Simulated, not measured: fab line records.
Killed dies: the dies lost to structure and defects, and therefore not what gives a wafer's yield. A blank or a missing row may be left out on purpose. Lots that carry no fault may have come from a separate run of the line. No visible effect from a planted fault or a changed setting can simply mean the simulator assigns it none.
Matching of chambers -- flow n5Finfet -- 3 sister chambers for N5_BEOL_M0_SAQP_PECVD_97 on pecvd-02
The step deposits SiNx from SiH4/NH3/N2, target thk 23 nm, time 19.9 s. 6 wafers are shown with their chamber, then 12 later ones without.

## WAFERS PAIRED WITH THEIR CHAMBERS
wafer,chamber,throttleValvePct (%),showerheadPlenumPTorr (Torr)
L086.3,0,39.4,5.09
L087.4,0,38.9,5.09
L088.5,1,41.7,5.14
L089.1,2,36.6,5.07
L089.5,2,36.8,5.08
L089.6,1,41.5,5.13

## WAFERS MISSING THEIR CHAMBER
wafer,throttleValvePct (%),showerheadPlenumPTorr (Torr)
L091.1,39.5,5.10
L091.2,36.8,5.08
L091.6,39.2,5.08
L092.1,39.6,5.09
L092.3,36.8,5.08
L092.4,36.7,5.09
L095.2,39.8,5.09
L095.3,36.9,5.08
L095.5,41.3,5.14
L097.1,41.6,5.15
L097.3,36.9,5.08
L097.5,36.8,5.07

## THE CHAMBER EACH PASSED THROUGH
wafer,from the rows above,in truth
L091.1,0,0
L091.2,2,2
L091.6,0,0
L092.1,0,0
L092.3,2,2
L092.4,2,2
L095.2,0,0
L095.3,2,2
L095.5,1,1
L097.1,1,1
L097.3,2,2
L097.5,2,2
Correct placement for 12 of the 12. Left unplaced by these rows: 0. 0 placed wrongly.
How it was worked out, from the rows above alone: a wafer's distance from a chamber is the root of the sum, over the readings, of the square of ((its reading less the chamber's mean) divided by the reading's scatter). The wafer belongs to the nearest chamber; if the next one is less than 2 further off, it can't be placed. Each chamber's mean is taken over the wafers shown for it. How the scatter is found: for the shown wafers, subtract from each reading the mean of its chamber, square and add these, divide the total by (wafers less chambers), then take the root.
